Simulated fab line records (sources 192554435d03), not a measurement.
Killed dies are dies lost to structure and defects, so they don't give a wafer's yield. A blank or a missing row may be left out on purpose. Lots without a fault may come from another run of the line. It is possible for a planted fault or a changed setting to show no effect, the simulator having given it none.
Struck lot and sound lot, side by side | flow n5-finfet | 19 out of 1938 route steps
Sound: wafers L479.1, L479.3, L479.4. Wafers L483.2, L483.3, L483.6 were the ones struck. The cause comes at the end.
Each step with rows lists, per side, the tool, then ch with its chambers, then its first start. Under that, the readings that differ: sound wafers | struck wafers | difference of the means | sigmas: that difference in standard deviations of wafers without a fault.
alike: words and numbers the same on both sides, and readings whose means are apart by under 2 such deviations; not compared: readings that were withheld, readings missing a value for some wafer, numbers with overlapping values and no deviation given by the record, and bounds like >300 which may hide the same value.
Wherever a step has rows on one side only, a row that says differs or no value, or a row with sigmas, the two part there. When numbers do not overlap yet have no deviation, they are printed without sigmas and do not part them. Lack of a reading on every wafer of one side parts them only where that side has two or more wafers.

N5_BEOL_M15_DESCUM_33: chemistry O2, time 7.9 s.
  sound on rie-diel-04 ch 0,2,3, day 14 14:14; struck on rie-diel-01 ch 0,1,2, day 16 05:28
  reading                | sound             | struck            | difference | sigmas
  throttle-valve-pct (%) | 20.91 20.62 20.69 | 19.89 20.41 20.24 | -0.56      | -2
  alike: bias-power-w, drypump-motor-current-A, oes-product-au, rf-vpp-V, showerhead-plenum-p-Torr
  not compared: rf-hours-counter-h
N5_BEOL_M15_ETCH_61: etches BARC in N2/H2, target depth 89 nm, overetch 26.7 nm, time 67.9 s.
  sound on rie-diel-04 ch 0,2,3, day 14 14:16; struck on rie-diel-01 ch 0,1,2, day 16 05:29
  alike: drypump-motor-current-A, oes-product-au, rf-vpp-V, showerhead-plenum-p-Torr, throttle-valve-pct
  not compared: rf-hours-counter-h
N5_BEOL_M15_TRENCH_ETCH_34: etches SiO2 in C4F8/O2/Ar, target depth 872.93 nm, time 199 s.
  sound on rie-diel-04 ch 0,2,3, day 14 14:19; struck on rie-diel-01 ch 0,1,2, day 16 05:32
  reading                | sound          | struck         | difference | sigmas
  rf-vpp-V (V)           | 2254 2221 2316 | 2209 2172 2190 | -73        | -2
  throttle-valve-pct (%) | 31.2 31.2 31.4 | 30.2 30.8 30.8 | -0.7       | -2
  alike: C4F8_flow_sccm, drypump-motor-current-A, he-inner-torr, oes-product-au, showerhead-plenum-p-Torr
  not compared: rf-hours-counter-h
then, 2 steps without rows for these wafers: N5_BEOL_M15_STRIP_36 (strips in O2); N5_BEOL_M15_STRIP_62 (strips in O2).
N5_BEOL_M15_STRIP_37: strips in O2.
  sound on rie-diel-04 ch 0,3; struck on rie-diel-04 ch 0,3
  alike: drypump-motor-current-A, oes-product-au, rf-vpp-V, showerhead-plenum-p-Torr, throttle-valve-pct
  not compared: rf-hours-counter-h
then, 3 steps without rows for these wafers: N5_BEOL_M15_ETCH_38 (etches SiCN in CF4/N2, target depth 106.4 nm, time 120.5 s); N5_BEOL_M15_PRECLEAN_39 (cleans in residue remover, time 60 s); N5_BEOL_M15_SRD_40 (time 30 s, dry time 30 s).
N5_BEOL_M15_DEGAS_41: time 60 s.
  sound: pvd-sputter-02 at day 14 18:49; struck: pvd-sputter-03 at day 16 09:11
  reading            | sound       | struck      | difference | sigmas
  heater-power-w (W) | 479 590 593 | 467 497 500 | -66        | -2
then, 1 step without rows for these wafers: N5_BEOL_M15_PRE_CLEAN_42 (time 30 s).
N5_BEOL_M15_SPUTTER_43: material TaN, target thk 15 nm, time 24.19 s.
  sound: pvd-sputter-02 at day 14 18:53; struck: pvd-sputter-03 at day 16 09:16
  reading                                      | sound             | struck            | difference | sigmas
  cathode-dc-power-W (W)                       | 15007 14998 14999 | 19260 19262 19259 | +4259      | +99 or more
  throttle-valve-pct (%)                       | 31.0 27.7 27.9    | 30.5 31.1 31.1    | +2.0       | +2
  model.TaN_of_BEOL_M15_SPUTTER_43.thk-nm (nm) | 15.2 15 15        | 19.2 19.4 19.6    | +4.3       |
then, 4 steps without rows for these wafers: N5_BEOL_M15_SPUTTER_44 (material Ta, target thk 15 nm, time 24.19 s); N5_BEOL_M15_SPUTTER_45 (material Cu, target thk 100 nm, time 16.67 s); N5_BEOL_M15_ECD_47 (material Cu, target thk 1860 nm); N5_BEOL_M15_ANNEAL_48 (time 90 s).
N5_BEOL_M15_CMP_49: polishes, stops on SiO2, t overpolish 4.9 s, target thk 850 nm.
  sound on cmp-01 ch 0,2,3, day 14 19:42; struck on cmp-01 ch 0,2,3, day 16 10:13
  reading                      | sound             | struck            | difference | sigmas
  barrier-field-endpoint-s (s) | 11.15 11.06 11.03 | 13.03 12.53 12.72 | +1.68      | +6
  alike: motor-current-A
N5_BEOL_M15_THK_MEAS_50: measures by xrf.
  sound: film-metro-02 at day 14 20:00; struck: film-metro-02 at day 16 10:29
  alike: M15_THK
N5_PASSIVATION_PROBE_49:
  sound: prober-01 at day 15 11:55; struck: prober-01 at day 17 01:45
  alike: defect-limited-yield, killed_at_M0_to_M3, killed_at_M4_up, killed-at-contacts, killed-at-front-end, killed-at-other, killed-dies, killed-open, killed-short, sort_bin_5_function, sort_bin_6_memory, sort-n-pass, sort-yield-pct

## WHERE THEY PART
At N5_BEOL_M15_DESCUM_33 first; at N5_BEOL_M15_CMP_49 last (within this record only). Later steps at which nothing parts them and some readings are alike: N5_BEOL_M15_THK_MEAS_50, N5_PASSIVATION_PROBE_49.

WHY: the cause the simulator had injected
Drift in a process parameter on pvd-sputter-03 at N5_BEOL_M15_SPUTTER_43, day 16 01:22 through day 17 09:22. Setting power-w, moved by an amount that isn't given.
